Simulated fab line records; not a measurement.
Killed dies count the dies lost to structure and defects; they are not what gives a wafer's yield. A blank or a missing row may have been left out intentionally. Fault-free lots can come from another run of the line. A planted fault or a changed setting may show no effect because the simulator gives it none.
fab line records	flow n5Finfet
record: lots: 9	wafers: 24	lastDay: 18
route steps=1938 shown GATE_CUT@473 BEOL_M4@1111
lots that met no fault: taken from a fault-free run of the same line
startH: start of the lot's first displayed wafer, in hours after the record's first day	waitH: hours since the lot's step before	" as in the row above	L1.1+2: one row covering several wafers at once	- no value present, or no start provided	* or withheld: withheld	< > ~ a bound
route shown NAME@n: names a module that has steps shown in the file, with the first one's number in the route	usual: mean/standard deviation taken from wafers without a fault	same: alike in all rows	chamber/n: place in a boat	sites: readings site by site	_std_site: standard deviation across them	_edge_site: mean of outer sites minus mean of inner sites	radiusMm: for every site, how far away it sits from the centre of the wafer	mask NAME#n: copy n	behind: the tool/chamber that last shaped the wafer	hold: what put the lot on hold/how long, in hours/how the hold closed	device: the transistor (n, p or np) that didn't switch	end of line: tests of these same wafers at the route's end	where a step has no rows: the recipe by itself	killed: count of dies lost to structure and defects at first sort (not the wafer's yield)	map: dies across one wafer; x = killed, . = not, _ = none there
set.NAME: the setting as run; set.NAME@STEP: as run at that earlier step	model.NAME: the simulator's own value behind a step, which no gauge read
steps of the route over a sample of lots; a table a step, a row a wafer
services: the hour from which a tool's chamber was out of use, counted from the record's first day as startH (under 0 if before that day), plus the number of hours and why
== steps ==
step: N5_GATE_CUT_SAC_CAP_01
recipe: material: SiNx	targetThkA: 240	tempC: 400	aldPrecursorFamily: SiH2I2	aldCoReactant: N2/H2-plasma	pulseTimeS: 1	aldCycles: 480	purgeTimeS: 2	coReactantPurgeTimeS: 2	pressureTorr: 2
usual: heaterPowerW: 864/87	precursorPulseHeightRel: 0.998/0.022
lot.wafer	tool	chamber	startH	waitH	heaterPowerW	precursorPulseHeightRel
L160.2	aldSin-02	1	94.51	0.0	936	0.994
L160.3	"	2	"	"	737	0.990
L161.2	aldSin-03	1	98.35	0.0	906	1.011
L161.5	"	1	99.44	1.1	925	0.962
L161.6	"	0	"	"	887	0.959
L164.1	aldSin-04	3	117.54	0.0	732	0.966
L164.3	"	0	"	"	961	1.029
L164.4	"	2	"	"	933	0.958
L166.3	aldSin-04	3	131.98	0.0	735	1.028
L166.4	"	0	"	"	933	0.968
L166.6	"	3	133.07	1.1	716	1.015
L167.5	aldSin-03	1	135.80	1.1	927	1.024
L167.6	"	0	"	"	883	1.028
L170.2	aldSin-03	3	153.77	0.0	828	0.979
L170.5	"	0	154.85	1.1	920	1.006
L170.6	"	1	"	"	929	1.004
L172.1	aldSin-03	0	165.63	0.1	926	0.986
L172.2	"	3	"	"	832	0.994
L172.3	"	1	"	"	911	1.009
L180.4	aldSin-04	3	216.62	0.0	723	1.002
L180.5	"	1	217.71	1.1	853	1.004
L180.6	"	2	"	"	936	0.964
L181.2	aldSin-04	2	220.35	0.0	910	1.009
L181.4	"	3	"	"	735	0.960
step: N5_GATE_CUT_ETCH_36
recipe: chemistry: CF4	target: SiARC	targetDepthA: 130	maskMaterial: CAR-EUV	timeS: 21.7	ionEnergyEv: 80	pressureMtorr: 40	sourceW: 545	biasW: 36	Ar_flow_sccm: 100	cf4FlowSccm: 100	ends: cleared
usual: drypumpMotorCurrentA: 6.0/0.33	etchRfOnTimeS: 21.9/0.65	oesProductAu: 0.67/0.08	rfVppV: 183.9/1.1	showerheadPlenumPTorr: 2.13/0.062	throttleValvePct: 15.66/0.26
lot.wafer	tool	chamber	startH	waitH	drypumpMotorCurrentA	etchRfOnTimeS	oesProductAu	rfHoursCounterH	rfVppV	showerheadPlenumPTorr	throttleValvePct
L160.2	rieDiel-01	1	97.77	0.0	6.1	22.5	0.83	4	182.1	2.12	15.58
L160.3	"	3	"	"	5.9	22.7	0.62	177	184.8	2.15	15.73
L161.2	rieDiel-01	2	101.47	0.0	6.0	21.9	0.63	139	185.0	2.22	15.72
L161.5	"	1	"	"	6.0	22.7	0.81	-	183.2	2.12	15.59
L161.6	"	2	"	"	6.0	21.8	0.63	-	184.8	2.22	15.72
L164.1	rieDiel-01	2	120.65	0.0	6.0	21.5	0.64	144	184.9	2.22	15.73
L164.3	"	0	"	"	6.2	22.5	0.59	242	185.2	2.20	15.79
L164.4	"	3	"	"	5.9	22.7	0.60	183	184.0	2.14	15.74
L166.3	rieDiel-02	2	135.27	0.0	5.7	20.7	0.60	229	182.6	2.04	16.09
L166.4	"	1	"	"	5.8	22.1	0.64	144	183.8	2.07	15.99
L166.6	"	1	"	"	5.7	21.9	0.64	-	183.6	2.07	16.00
L167.5	rieDiel-02	1	137.97	0.0	5.7	22.1	0.64	-	183.0	2.07	16.00
L167.6	"	0	"	"	6.7	21.3	0.77	-	184.0	2.19	15.21
L170.2	rieDiel-02	1	157.05	0.0	5.8	22.1	0.64	151	182.3	2.06	16.01
L170.5	"	0	"	"	6.6	21.3	0.77	-	183.6	2.19	15.23
L170.6	"	3	"	"	5.8	22.3	0.63	-	182.3	2.05	15.46
L172.1	rieDiel-02	1	168.95	0.0	5.8	22.0	0.62	155	182.2	2.06	16.02
L172.2	"	2	"	"	5.7	20.7	0.59	240	183.9	2.04	16.09
L172.3	"	0	"	"	6.7	21.2	0.76	49	184.8	2.19	15.25
L180.4	rieDiel-01	0	219.90	0.0	6.2	21.7	0.78	18	184.7	2.19	15.33
L180.5	"	3	"	"	5.9	22.7	0.59	-	184.2	2.13	15.81
L180.6	"	2	"	"	6.0	21.1	0.62	-	185.7	2.21	15.80
L181.2	rieDiel-03	2	223.48	0.0	6.5	21.4	0.60	230	184.5	2.10	15.67
L181.4	"	0	"	"	5.3	22.1	0.67	123	184.1	2.14	15.53
step: N5_GATE_CUT_HM_OPEN_40
recipe: chemistry: C4F6/O2	target: SiO2	maskMaterial: SiARC	targetDepthA: 1390	timeS: 85.1	ionEnergyEv: 250	pressureMtorr: 30	sourceW: 345	biasW: 185	Ar_flow_sccm: 300	C4F6_flow_sccm: 10	O2_flow_sccm: 10	ends: cleared
usual: drypumpMotorCurrentA: 6.0/0.33	etchRfOnTimeS: 94.4/2.3	oesProductAu: 0.71/0.086	rfVppV: 668/19	showerheadPlenumPTorr: 2.82/0.088	throttleValvePct: 20.94/0.26
lot.wafer	tool	chamber	startH	waitH	drypumpMotorCurrentA	etchRfOnTimeS	oesProductAu	rfHoursCounterH	rfVppV	showerheadPlenumPTorr	throttleValvePct
L160.2	rieDiel-01	1	97.88	0.0	6.1	95.9	0.87	4	666	2.80	20.94
L160.3	"	3	"	"	5.9	95.2	0.65	177	667	2.85	21.01
L161.2	rieDiel-01	2	101.58	0.0	6.0	92.5	0.67	139	680	2.95	21.07
L161.5	"	1	"	"	6.1	96.2	0.87	-	667	2.80	20.94
L161.6	"	2	"	"	6.0	93.6	0.66	-	681	2.95	21.05
L164.1	rieDiel-01	2	120.76	0.0	6.0	93.7	0.66	144	681	2.95	21.07
L164.3	"	0	"	"	6.2	97.0	0.62	242	658	2.92	21.09
L164.4	"	3	"	"	5.9	98.9	0.64	183	670	2.84	21.02
L166.3	rieDiel-02	2	135.38	0.0	5.7	89.9	0.62	229	671	2.69	21.24
L166.4	"	1	"	"	5.7	95.9	0.66	144	647	2.74	21.36
L166.6	"	1	"	"	5.7	97.3	0.67	-	647	2.74	21.36
L167.5	rieDiel-02	1	138.09	0.0	5.7	96.1	0.68	-	648	2.74	21.37
L167.6	"	0	"	"	6.7	92.6	0.82	-	652	2.90	20.53
L170.2	rieDiel-02	1	157.16	0.0	5.7	94.6	0.66	151	646	2.74	21.38
L170.5	"	0	"	"	6.7	92.5	0.80	-	651	2.90	20.54
L170.6	"	3	"	"	5.8	60.9	0.90	-	706	2.71	20.72
L172.1	rieDiel-02	1	169.06	0.0	5.7	61.5	0.88	155	647	2.74	21.48
L172.2	"	2	"	"	5.7	91.8	0.62	240	670	2.68	21.26
L172.3	"	0	"	"	6.7	90.5	0.80	49	653	2.90	20.55
L180.4	rieDiel-01	0	220.01	0.0	6.2	94.2	0.83	19	657	2.91	20.71
L180.5	"	3	"	"	5.9	97.4	0.62	-	668	2.83	21.08
L180.6	"	2	"	"	6.0	93.2	0.65	-	680	2.94	21.12
L181.2	rieDiel-03	2	223.59	0.0	6.6	92.0	0.65	230	682	2.77	20.75
L181.4	"	0	"	"	5.3	95.7	0.71	123	677	2.83	20.73
step: N5_GATE_CUT_CUT_ETCH_53
recipe: chemistry: SF6/Cl2	target: W	maskMaterial: SiO2	targetDepthA: 792	pressureMtorr: 8	icpW: 900	biasW: 80	SF6_flow_sccm: 40	Cl2_flow_sccm: 60	ends: cleared
usual: drypumpMotorCurrentA: 5.59/0.25	etchRfOnTimeS: 26.2/0.68	heBacksideLeakSccm: 3.5/0.4	oesProductAu: 0.71/0.14	throttleValvePct: 29.42/0.21
lot.wafer	tool	chamber	startH	waitH	drypumpMotorCurrentA	etchRfOnTimeS	heBacksideLeakSccm	oesProductAu	rfHoursCounterH	throttleValvePct
L160.2	rieMetal-03	1	98.10	0.1	5.49	27.8	3.6	0.67	37	29.28
L160.3	"	1	"	"	5.45	27.7	3.3	0.67	-	29.29
L161.2	rieMetal-01	0	101.81	0.1	5.39	25.6	3.5	0.83	5	29.57
L161.5	"	0	"	"	5.38	25.6	3.5	0.83	-	29.57
L161.6	"	1	"	"	5.84	25.6	3.6	0.54	-	29.62
L164.1	rieMetal-02	0	120.99	0.1	5.28	26.5	3.5	0.56	117	29.22
L164.3	"	1	"	"	5.78	25.9	3.9	0.52	-	28.98
L164.4	"	0	"	"	5.28	26.5	3.4	0.55	-	29.25
L166.3	rieMetal-01	1	135.63	0.1	5.87	26.0	3.4	0.90	-	29.78
L166.4	"	0	"	"	5.39	25.8	3.4	0.81	-	29.57
L166.6	"	0	"	"	5.40	25.7	3.5	0.81	-	29.58
L167.5	rieMetal-01	0	138.33	0.1	5.40	25.8	3.4	0.80	-	29.58
L167.6	"	1	"	"	5.81	25.5	3.3	0.90	-	29.76
L170.2	rieMetal-01	0	157.39	0.1	5.41	25.7	3.6	0.80	11	29.59
L170.5	"	1	"	"	5.88	26.0	3.4	0.88	-	29.77
L170.6	"	0	"	"	5.40	25.4	3.4	0.80	-	29.59
L172.1	rieMetal-02	0	169.28	0.1	5.27	26.3	3.3	0.55	124	29.24
L172.2	"	1	"	"	5.81	25.6	3.5	0.88	1	29.26
L172.3	"	1	"	"	5.83	25.7	3.4	0.88	-	29.26
L180.4	rieMetal-02	1	220.26	0.1	5.80	25.6	3.6	0.84	-	29.27
L180.5	"	0	"	"	5.28	26.8	3.3	0.53	-	29.24
L180.6	"	1	"	"	5.80	25.9	3.6	0.83	-	29.25
L181.2	rieMetal-01	0	223.82	0.1	5.40	25.7	3.5	0.77	16	29.58
L181.4	"	1	"	"	5.79	25.5	3.2	0.86	-	29.77
step: N5_BEOL_M4_RC_MEAS_101
usual: DIBL_N: 36.1/2	DIBL_P: 36.3/2.5	IOFF_N: 0.16/0.037	IOFF_P: 0.21/0.039	ION_N: 678/15	ION_P: 465/8.7	SS_N: 71.4/0.7	SS_P: 73.3/0.74	VT_N: 249/3.6	VT_P: -250.0/2.9
lot.wafer	tool	chamber	startH	waitH	DIBL_N[mV/V]	DIBL_P[mV/V]	IOFF_N[nA/um]	IOFF_P[nA/um]	ION_N[uA/um]	ION_P[uA/um]	SS_N[mV/dec]	SS_P[mV/dec]	VT_N[mV]	VT_P[mV]
L161.2	prober-02	0	181.22	0.2	33.3	30.4	0.09	0.15	643	452	70.6	72.3	257	-252.8
L161.5	"	0	"	"	36.9	35.9	0.14	0.21	684	470	71.0	72.7	250	-250.1
L161.6	"	0	"	"	33.6	30.2	0.09	0.14	642	443	70.6	71.8	258	-255.9
L160.2	prober-01	0	191.52	0.2	35.7	35.4	0.14	0.17	675	457	70.6	73.0	254	-255.2
L160.3	"	0	"	"	37.6	37.8	0.18	0.22	674	460	72.1	74.7	249	-249.7
L164.1	prober-01	0	198.46	0.1	34.8	35.2	0.14	0.18	687	470	71.5	72.7	251	-250.1
L164.3	"	0	"	"	34.5	35.1	0.13	0.17	670	459	71.3	73.1	251	-251.9
L164.4	"	0	"	"	38.4	40.7	0.21	0.27	687	472	72.4	74.3	244	-245.6
L166.3	prober-02	0	233.23	0.3	38.9	40.1	0.20	0.21	675	456	72.3	73.5	250	-253.0
L166.4	"	0	"	"	35.9	37.6	0.15	0.18	673	453	71.5	72.7	252	-254.6
L166.6	"	0	"	"	36.7	38.4	0.16	0.19	670	452	72.0	72.8	252	-253.3
L167.5	prober-01	0	234.30	0.6	33.9	33.0	0.12	0.17	663	464	71.1	72.9	255	-251.0
L167.6	"	0	"	"	37.4	38.3	0.17	0.26	678	469	71.9	74.4	249	-245.3
L170.2	prober-02	0	256.44	0.2	38.8	41.2	0.25	0.32	705	485	72.3	73.9	243	-243.5
L170.5	"	0	"	"	33.9	34.1	0.13	0.19	680	468	70.7	72.6	249	-252.0
L170.6	"	0	"	"	38.7	39.1	0.23	0.27	697	474	72.0	73.4	244	-249.4
L172.1	prober-01	0	268.83	0.0	38.4	37.4	0.20	0.24	668	460	72.1	74.1	250	-247.2
L172.2	"	0	"	"	33.5	33.7	0.13	0.19	669	463	70.5	73.0	251	-248.7
L172.3	"	0	"	"	37.6	38.1	0.20	0.26	702	478	71.5	74.3	245	-247.0
L181.2	prober-02	0	313.26	0.2	34.2	34.1	0.13	0.18	676	466	70.1	73.3	251	-251.3
L181.4	"	0	"	"	36.9	37.5	0.16	0.23	672	468	71.6	74.1	251	-249.1
L180.4	prober-01	0	325.44	0.5	39.8	41.0	0.25	0.31	702	476	72.3	74.4	242	-245.9
L180.5	"	0	"	"	36.3	37.9	0.17	0.25	687	474	71.1	74.2	246	-244.9
L180.6	"	0	"	"	37.8	38.1	0.21	0.24	689	460	72.4	74.1	244	-248.1
== services ==
tool	chamber	startH	hours	kind
aldSin-03	-	77.00	0.6	repair
aldSin-02	-	93.19	0.3	repair
rieMetal-01	1	111.38	-	clean
rieMetal-01	1	111.38	16.4	scheduledDown
rieMetal-01	1	111.38	16.4	ventCycle
rieDiel-02	2	114.71	9.7	repair
rieMetal-03	-	119.00	2.8	pm
rieDiel-01	0	143.73	-	clean
rieDiel-01	0	143.73	-	consumableReplace:focusRing
rieDiel-01	0	143.73	12.9	scheduledDown
rieDiel-01	0	143.73	12.9	ventCycle
rieMetal-01	-	158.39	2.1	repair
rieDiel-02	3	159.82	13.2	repair
aldSin-02	-	164.05	2.8	repair
aldSin-03	-	178.32	14.0	pm
aldSin-03	0	178.32	14.0	ventCycle
rieDiel-01	-	185.38	2.8	pm
rieMetal-03	0	188.68	12.9	repair
rieDiel-02	2	203.25	-	clean
rieDiel-02	2	203.25	-	consumableReplace:focusRing
rieDiel-02	2	203.25	-	consumableReplace:showerhead
rieDiel-02	2	203.25	16.7	scheduledDown
rieDiel-02	2	203.25	16.7	ventCycle
rieDiel-01	1	203.57	9.8	repair
== key ==
firstSign: step: N5_GATE_CUT_HM_OPEN_40	reading: etchRfOnTimeS	direction: down	sigmas: 14	usual: *	struck: *
effect none on later readings
metAt N5_GATE_CUT_HM_OPEN_40
struckLots L170,L172
struckWafers L170.6,L172.1
notActingAt N5_GATE_CUT_SAC_CAP_01,N5_GATE_CUT_ETCH_36,N5_GATE_CUT_CUT_ETCH_53
onsetBetween 138.09 157.16
fault: kind: processParameterDrift	tool: rieDiel-02	chamber: -	onsetH: 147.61	steps: N5_GATE_CUT_HM_OPEN_40	channel: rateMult	offset: 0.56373	shape: step	endH: 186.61	scope: struckWafersOnly
